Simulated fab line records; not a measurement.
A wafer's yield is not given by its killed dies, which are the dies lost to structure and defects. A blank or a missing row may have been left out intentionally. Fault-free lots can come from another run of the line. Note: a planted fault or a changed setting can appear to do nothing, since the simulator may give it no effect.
fab line records -- flow n5Finfet
record lots=10, wafers=27, lastDay=18
route steps=1938 shown FIN_CUT@163 BEOL_M4@1111 PASSIVATION@1936
lots with no fault: from the same line, run without faults
startH: hours from the record's opening day to when the first of the lot's shown wafers began -- waitH: how many hours have passed since the lot's step before this one -- " repeats the value in the row above -- L1.1+2: several wafers, shown together as one row -- - value missing, or start not given -- * or withheld: withheld -- < > ~ a bound
route shown NAME@n: NAME is a module with steps in the file, n the number in the route of the first one -- usual: mean/standard deviation of fault-free wafers -- same: alike in all rows -- chamber/n: place in a boat -- sites: per-site readings -- _std_site: the standard deviation of these -- _edge_site: outer sites' mean less inner sites' -- radiusMm: how far each site lies from the wafer's centre -- mask NAME#n: copy n -- behind: the last tool/chamber to shape the wafer -- hold: what put the lot on hold/how long, in hours/how the hold closed -- device: the n, p or np transistor that did not switch -- end of line: at the end of the route, the tests of the same wafers -- a step without rows: its recipe alone -- killed: count of dies lost to structure and defects at first sort (not the wafer's yield) -- map: per-die view of a wafer (x killed, . not killed, _ where there is no die)
set.NAME: the setting as run; set.NAME@STEP: as run at that earlier step -- model.NAME: the simulator's own value behind a step, which no gauge read
the route's steps for a sample of lots (tables are steps, rows are wafers)
services: when a tool's chamber went out of use (startH, in hours from the record's first day, below 0 if earlier), for how many hours, and the reason
## steps
# step N5_FIN_CUT_CD_MEAS_08
# recipe targetCdNm=29.1, landingEnergyEv=500, detector=seInlens, polarity=opening
# usual cdNm=29.11/0.23
lot.wafer,tool,chamber,startH,waitH,cdNm
L385.2,cdSem-02,0,39.51,-,29.18
L385.3,cdSem-02,0,39.51,-,29.61
L387.1,cdSem-01,0,50.56,-,29.26
L387.4,cdSem-01,0,50.56,-,29.00
L387.5,cdSem-01,0,50.56,-,29.23
L389.1,cdSem-01,0,63.13,-,29.10
L389.3,cdSem-01,0,63.13,-,29.27
L389.4,cdSem-01,0,63.13,-,29.51
L390.2,cdSem-03,0,69.59,-,29.11
L390.3,cdSem-03,0,69.59,-,29.11
L390.5,cdSem-03,0,69.59,-,28.60
L392.5,cdSem-03,0,82.21,-,29.14
L392.6,cdSem-03,0,82.21,-,29.16
L394.1,cdSem-02,0,92.73,-,29.03
L394.2,cdSem-02,0,92.73,-,28.98
L394.6,cdSem-02,0,92.73,-,28.95
L395.2,cdSem-02,0,97.80,-,28.86
L395.5,cdSem-02,0,97.80,-,29.06
L395.6,cdSem-02,0,97.80,-,29.47
L396.2,cdSem-02,0,107.14,-,29.34
L396.3,cdSem-02,0,107.14,-,29.19
L396.6,cdSem-02,0,107.14,-,29.06
L405.4,cdSem-01,0,158.37,-,28.83
L405.5,cdSem-01,0,158.37,-,29.03
L405.6,cdSem-01,0,158.37,-,29.23
L406.2,cdSem-03,0,166.49,-,28.89
L406.4,cdSem-03,0,166.49,-,29.07
# step N5_FIN_CUT_INSPECT_10
# recipe mode=adi, inspectInstrument=brightfield
# usual rawDefectCount=43/12
lot.wafer,tool,chamber,startH,waitH,rawDefectCount
L385.2,defectInspect-01,-,39.60,0.0,25
L385.3,defectInspect-01,-,39.60,0.0,44
L387.1,defectInspect-01,-,50.65,0.1,42
L387.4,defectInspect-01,-,50.65,0.1,43
L387.5,defectInspect-01,-,50.65,0.1,58
L389.1,defectInspect-02,-,63.22,0.1,32
L389.3,defectInspect-02,-,63.22,0.1,47
L389.4,defectInspect-02,-,63.22,0.1,41
L390.2,defectInspect-02,-,69.68,0.0,62
L390.3,defectInspect-02,-,69.68,0.0,63
L390.5,defectInspect-02,-,69.68,0.0,41
L392.5,defectInspect-02,-,82.30,0.0,22
L392.6,defectInspect-02,-,82.30,0.0,52
L394.1,defectInspect-02,-,92.82,0.1,38
L394.2,defectInspect-02,-,92.82,0.1,25
L394.6,defectInspect-02,-,92.82,0.1,36
L395.2,defectInspect-02,-,97.89,0.0,48
L395.5,defectInspect-02,-,97.89,0.0,52
L395.6,defectInspect-02,-,97.89,0.0,38
L396.2,defectInspect-01,-,107.23,0.0,54
L396.3,defectInspect-01,-,107.23,0.0,81
L396.6,defectInspect-01,-,107.23,0.0,48
L405.4,defectInspect-02,-,158.46,0.0,43
L405.5,defectInspect-02,-,158.46,0.0,32
L405.6,defectInspect-02,-,158.46,0.0,56
L406.2,defectInspect-02,-,166.58,0.0,61
L406.4,defectInspect-02,-,166.58,0.0,34
# step N5_FIN_CUT_CUT_ETCH_15
# recipe chemistry=HBr/Cl2/O2, target=Si, targetDepthA=1000, btTimeS=10, maskMaterial=SOC, timeS=42.4, ionEnergyEv=*, biasW=*, pressureMtorr=10, icpW=800, HBr_flow_sccm=150, Cl2_flow_sccm=80, O2_flow_sccm=12
# usual O2_flow_sccm=12.00/0.036, drypumpMotorCurrentA=5.6/0.42, oesProductAu=1.002/0.018, throttleValvePct=37.25/0.28
lot.wafer,tool,chamber,startH,waitH,O2_flow_sccm,drypumpMotorCurrentA,oesProductAu,rfHoursCounterH,throttleValvePct
L385.2,rieSi-05,0,40.38,0.1,12.05,5.6,1.015,3,37.04
L385.3,rieSi-05,2,40.38,0.1,12.02,5.3,0.996,84,37.70
L387.1,rieSi-05,2,51.31,0.1,12.00,5.3,0.990,85,37.70
L387.4,rieSi-05,1,51.31,0.1,11.97,4.9,1.016,-,37.08
L387.5,rieSi-05,2,51.31,0.1,11.99,5.3,0.982,-,37.70
L389.1,rieSi-04,3,63.88,0.1,11.99,5.3,1.012,111,37.70
L389.3,rieSi-04,2,63.88,0.1,11.97,5.5,1.029,37,37.10
L389.4,rieSi-04,0,63.88,0.1,11.97,6.4,0.975,147,36.99
L390.2,rieSi-02,2,70.41,0.1,11.94,5.5,0.982,152,37.22
L390.3,rieSi-02,0,70.41,0.1,11.99,5.9,0.999,147,37.33
L390.5,rieSi-02,3,70.41,0.1,12.01,5.9,0.997,-,37.16
L392.5,rieSi-04,0,82.99,0.0,11.96,6.4,0.979,-,36.97
L392.6,rieSi-04,3,82.99,0.0,11.98,5.4,1.011,-,37.72
L394.1,rieSi-04,2,93.48,0.1,12.01,5.6,1.027,37,37.11
L394.2,rieSi-04,1,93.48,0.1,11.99,5.7,1.017,181,37.15
L394.6,rieSi-04,1,93.48,0.1,11.98,5.7,1.015,-,37.13
L395.2,rieSi-04,2,98.55,0.1,12.04,5.6,1.066,37,37.08
L395.5,rieSi-04,3,98.55,0.1,12.01,5.4,1.005,-,37.71
L395.6,rieSi-04,2,98.55,0.1,12.02,5.5,1.033,-,37.11
L396.2,rieSi-02,3,108.09,0.1,12.00,5.8,0.993,152,37.16
L396.3,rieSi-02,2,108.09,0.1,11.92,5.5,0.984,153,37.19
L396.6,rieSi-02,0,108.09,0.1,11.97,5.9,0.996,-,37.31
L405.4,rieSi-05,2,159.18,0.0,12.01,5.3,0.983,87,37.70
L405.5,rieSi-05,1,159.18,0.0,11.94,4.9,1.024,-,37.09
L405.6,rieSi-05,2,159.18,0.0,12.06,5.3,0.985,-,37.69
L406.2,rieSi-05,3,167.24,0.1,12.05,5.7,0.998,101,37.03
L406.4,rieSi-05,3,167.24,0.1,12.02,5.6,0.982,-,37.03
# step N5_FIN_CUT_STRIP_22
# recipe chemistry=N2/H2, powerW=500, tempC=40, pressureMtorr=50, rfFrequencyHz=6e+07, overashFraction=0.3, biasPowerW=8, h2Frac=0.5, n2FlowSccm=300, h2FlowSccm=300
# usual drypumpMotorCurrentA=6.0/0.38, oesProductAu=0.77/0.088, powerW=500.1/1.4, rfVppV=54.2/2.4, showerheadPlenumPTorr=3.34/0.095, throttleValvePct=18.9/0.38
lot.wafer,tool,chamber,startH,waitH,drypumpMotorCurrentA,oesProductAu,powerW,rfHoursCounterH,rfVppV,showerheadPlenumPTorr,throttleValvePct
L385.2,rieDiel-02,2,40.50,0.0,5.7,0.68,503.5,201,51.7,3.20,19.3
L385.3,rieDiel-02,3,40.50,0.0,5.9,0.77,499.7,138,57.3,3.24,19.0
L387.1,rieDiel-01,1,51.49,0.1,6.1,0.69,498.6,249,53.0,3.30,19.0
L387.4,rieDiel-01,3,51.49,0.1,5.9,0.75,500.1,160,56.0,3.35,19.4
L387.5,rieDiel-01,2,51.49,0.1,6.0,0.75,498.1,-,54.1,3.49,19.1
L389.1,rieDiel-01,0,64.00,0.0,6.2,0.70,498.6,224,53.4,3.41,18.7
L389.3,rieDiel-01,2,64.00,0.0,6.1,0.75,501.9,126,50.1,3.49,19.1
L389.4,rieDiel-01,3,64.00,0.0,5.9,0.74,500.0,-,55.6,3.35,19.4
L390.2,rieDiel-03,2,70.61,0.1,6.6,0.75,501.8,182,55.2,3.34,19.1
L390.3,rieDiel-03,1,70.61,0.1,5.8,0.70,500.5,229,50.9,3.31,18.6
L390.5,rieDiel-03,1,70.61,0.1,5.8,0.69,499.1,-,50.2,3.31,18.6
L392.5,rieDiel-01,0,83.10,0.0,6.2,0.70,499.8,-,55.1,3.41,18.7
L392.6,rieDiel-01,3,83.10,0.0,5.9,0.73,501.6,-,53.3,3.35,19.4
L394.1,rieDiel-03,1,93.61,0.0,5.8,0.68,499.6,236,55.0,3.31,18.6
L394.2,rieDiel-03,3,93.61,0.0,6.4,0.73,499.3,182,57.2,3.46,19.1
L394.6,rieDiel-03,1,93.61,0.0,5.8,0.69,498.5,-,50.9,3.31,18.5
L395.2,rieDiel-02,2,98.67,0.0,5.7,0.68,500.3,220,49.3,3.19,19.3
L395.5,rieDiel-02,0,98.67,0.0,6.7,0.93,500.5,-,57.6,3.43,18.1
L395.6,rieDiel-02,1,98.67,0.0,5.7,0.77,500.0,-,56.3,3.21,18.9
L396.2,rieDiel-03,0,108.25,0.1,5.3,0.82,500.5,87,52.2,3.38,18.6
L396.3,rieDiel-03,3,108.25,0.1,6.4,0.72,500.6,187,58.0,3.46,19.0
L396.6,rieDiel-03,0,108.25,0.1,5.2,0.81,502.8,-,51.6,3.38,18.6
L405.4,rieDiel-03,2,159.32,0.1,6.6,0.73,499.4,-,54.8,3.32,19.1
L405.5,rieDiel-03,2,159.32,0.1,6.6,0.72,500.8,-,49.2,3.32,19.1
L405.6,rieDiel-03,0,159.32,0.1,5.3,0.78,500.2,-,53.8,3.37,18.6
L406.2,rieDiel-01,2,167.37,0.0,6.0,0.70,499.9,159,52.4,3.47,19.2
L406.4,rieDiel-01,0,167.37,0.0,6.2,0.95,500.7,4,54.1,3.39,18.3
# step N5_BEOL_M4_RC_MEAS_101
# usual DIBL_N=36.1/2, DIBL_P=36.3/2.5, IOFF_N=0.16/0.037, IOFF_P=0.21/0.039, ION_N=678/15, ION_P=465/8.7, SS_N=71.4/0.7, SS_P=73.3/0.74, VT_N=249/3.6, VT_P=-250.0/2.9
lot.wafer,tool,chamber,startH,waitH,DIBL_N[mV/V],DIBL_P[mV/V],IOFF_N[nA/um],IOFF_P[nA/um],ION_N[uA/um],ION_P[uA/um],SS_N[mV/dec],SS_P[mV/dec],VT_N[mV],VT_P[mV]
L385.2,prober-01,0,191.52,0.2,35.7,35.4,0.14,0.17,675,457,70.6,73.0,254,-255.2
L385.3,prober-01,0,191.52,0.2,37.6,37.8,0.18,0.22,674,460,72.1,74.7,249,-249.7
L387.1,prober-01,0,195.83,0.0,37.2,35.6,0.17,0.23,688,472,71.7,74.1,249,-251.1
L387.4,prober-01,0,195.83,0.0,39.2,36.4,0.20,0.25,681,459,72.3,73.8,247,-249.6
L387.5,prober-01,0,195.83,0.0,38.7,36.8,0.18,0.26,688,473,72.6,73.2,249,-251.2
L389.1,prober-01,0,198.46,0.1,34.8,35.2,0.14,0.18,687,470,71.5,72.7,251,-250.1
L389.3,prober-01,0,198.46,0.1,34.5,35.1,0.13,0.17,670,459,71.3,73.1,251,-251.9
L389.4,prober-01,0,198.46,0.1,38.4,40.7,0.21,0.27,687,472,72.4,74.3,244,-245.6
L390.2,prober-02,0,199.78,0.2,32.3,30.4,0.09,0.14,653,459,70.1,71.2,257,-253.7
L390.3,prober-02,0,199.78,0.2,34.5,33.9,0.12,0.18,666,465,71.4,73.0,251,-250.1
L390.5,prober-02,0,199.78,0.2,37.8,38.5,0.17,0.25,672,467,71.9,73.8,248,-247.8
L392.5,prober-01,0,234.30,0.6,33.9,33.0,0.12,0.17,663,464,71.1,72.9,255,-251.0
L392.6,prober-01,0,234.30,0.6,37.4,38.3,0.17,0.26,678,469,71.9,74.4,249,-245.3
L394.1,prober-01,0,255.86,0.0,34.2,32.9,0.12,0.19,666,463,70.9,72.2,253,-250.1
L394.2,prober-01,0,255.86,0.0,35.7,34.2,0.14,0.20,675,466,71.2,73.9,252,-249.2
L394.6,prober-01,0,255.86,0.0,39.3,38.5,0.20,0.28,667,456,73.3,73.9,247,-248.1
L395.2,prober-02,0,256.44,0.2,38.8,41.2,0.25,0.32,705,485,72.3,73.9,243,-243.5
L395.5,prober-02,0,256.44,0.2,33.9,34.1,0.13,0.19,680,468,70.7,72.6,249,-252.0
L395.6,prober-02,0,256.44,0.2,38.7,39.1,0.23,0.27,697,474,72.0,73.4,244,-249.4
L396.2,prober-02,0,275.26,0.2,38.2,39.3,0.20,0.22,691,468,72.0,73.3,247,-249.6
L396.3,prober-02,0,275.26,0.2,39.7,41.3,0.26,0.26,715,482,72.2,74.2,241,-246.2
L396.6,prober-02,0,275.26,0.2,39.1,40.2,0.21,0.24,680,459,72.0,74.2,245,-248.8
L406.2,prober-02,0,313.26,0.2,34.2,34.1,0.13,0.18,676,466,70.1,73.3,251,-251.3
L406.4,prober-02,0,313.26,0.2,36.9,37.5,0.16,0.23,672,468,71.6,74.1,251,-249.1
L405.4,prober-01,0,325.44,0.5,39.8,41.0,0.25,0.31,702,476,72.3,74.4,242,-245.9
L405.5,prober-01,0,325.44,0.5,36.3,37.9,0.17,0.25,687,474,71.1,74.2,246,-244.9
L405.6,prober-01,0,325.44,0.5,37.8,38.1,0.21,0.24,689,460,72.4,74.1,244,-248.1
# step N5_PASSIVATION_PROBE_49
# usual defectLimitedYield=91.1/1.3, killed_at_M0_to_M3=32/9.7, killed_at_M4_up=16/6, killedAtContacts=12/5.9, killedAtFrontEnd=41/11, killedAtOther=4/3.1, killedDies=104/16, killedOpen=68/12, killedShort=34/7.4, sort_bin_5_function=5.1/0.85, sort_bin_6_memory=3.3/0.66, sort_bin_8_speed=0.1/0.53, sortNPass=1075/16, sortYieldPct=91.1/1.4
# same grossDies=1180, killedAtBackSide=0, sort_bin_4_leakage[%]=0
lot.wafer,tool,chamber,startH,waitH,defectLimitedYield[%],killed_at_M0_to_M3,killed_at_M4_up,killedAtContacts,killedAtFrontEnd,killedAtOther,killedDies,killedOpen,killedShort,sort_bin_5_function[%],sort_bin_6_memory[%],sort_bin_8_speed[%],sortNPass,sortYieldPct[%]
L395.5,prober-01,-,367.76,0.2,89.9,37,18,7,46,11,119,77,37,5.8,3.5,0,1061,89.9
L395.6,prober-01,-,367.81,0.3,88.8,50,17,12,42,11,132,81,51,6.4,4.4,0,1048,88.8
# killed by level:class
L395.5 GATE_CUT:geometricParticle:short=9 FIN_SAQP:geometricParticle:short=8 FIN_SAQP:geometricParticle:open=8 BEOL_M0:geometricParticle:open=8 BEOL_M2:geometricParticle:open=8 MOL_CONTACT_COAG:geometricParticle:open=6 BEOL_M0_SAQP:geometricParticle:open=5 STI_FIN_REVEAL:geometricParticle:open=4
L395.6 FIN_SAQP:geometricParticle:open=10 BEOL_M3:geometricParticle:open=10 GATE_CUT:geometricParticle:short=10 MOL_CONTACT_COAG:geometricParticle:open=9 BEOL_M4:geometricParticle:open=8 BEOL_M0_SAQP:geometricParticle:open=8 BEOL_M0:geometricParticle:open=7 PAD_METAL:geometricParticle:short=7
## services
tool,chamber,startH,hours,kind
rieSi-04,0,27.24,12.2,repair
rieDiel-02,1,37.33,11.9,repair
rieSi-05,0,42.00,15.4,repair
rieDiel-02,-,53.57,1.2,repair
rieDiel-01,1,55.31,-,clean
rieDiel-01,1,55.31,-,consumableReplace:focusRing
rieDiel-01,1,55.31,27.1,scheduledDown
rieDiel-01,1,55.31,27.1,ventCycle
rieSi-05,2,90.35,12.3,repair
rieSi-05,0,95.30,2.4,repair
rieSi-02,0,114.51,2.6,repair
rieDiel-02,2,114.71,9.7,repair
rieDiel-03,1,142.19,-,clean
rieDiel-03,1,142.19,-,consumableReplace:focusRing
rieDiel-03,1,142.19,18.4,scheduledDown
rieDiel-03,1,142.19,18.4,ventCycle
rieDiel-01,0,143.73,-,clean
rieDiel-01,0,143.73,-,consumableReplace:focusRing
rieDiel-01,0,143.73,12.9,scheduledDown
rieDiel-01,0,143.73,12.9,ventCycle
rieSi-04,2,156.14,6.2,repair
rieDiel-02,3,159.82,13.2,repair
rieSi-05,2,164.19,6.8,repair
## key
firstSign step=N5_FIN_CUT_CUT_ETCH_15, reading=oesProductAu, direction=up, sigmas=3.5, usual=1.002, struck=1.066
effect none on later readings
metAt N5_FIN_CUT_CUT_ETCH_15
struckLots L395
struckWafers L395.2
notActingAt N5_FIN_CUT_CD_MEAS_08,N5_FIN_CUT_INSPECT_10,N5_FIN_CUT_STRIP_22
onsetBetween 93.48 98.55
fault kind=processParameterDrift, tool=rieSi-04, chamber=-, onsetH=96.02, steps=N5_FIN_CUT_CUT_ETCH_15, channel=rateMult, offset=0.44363, shape=step, endH=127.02, scope=struckWafersOnly
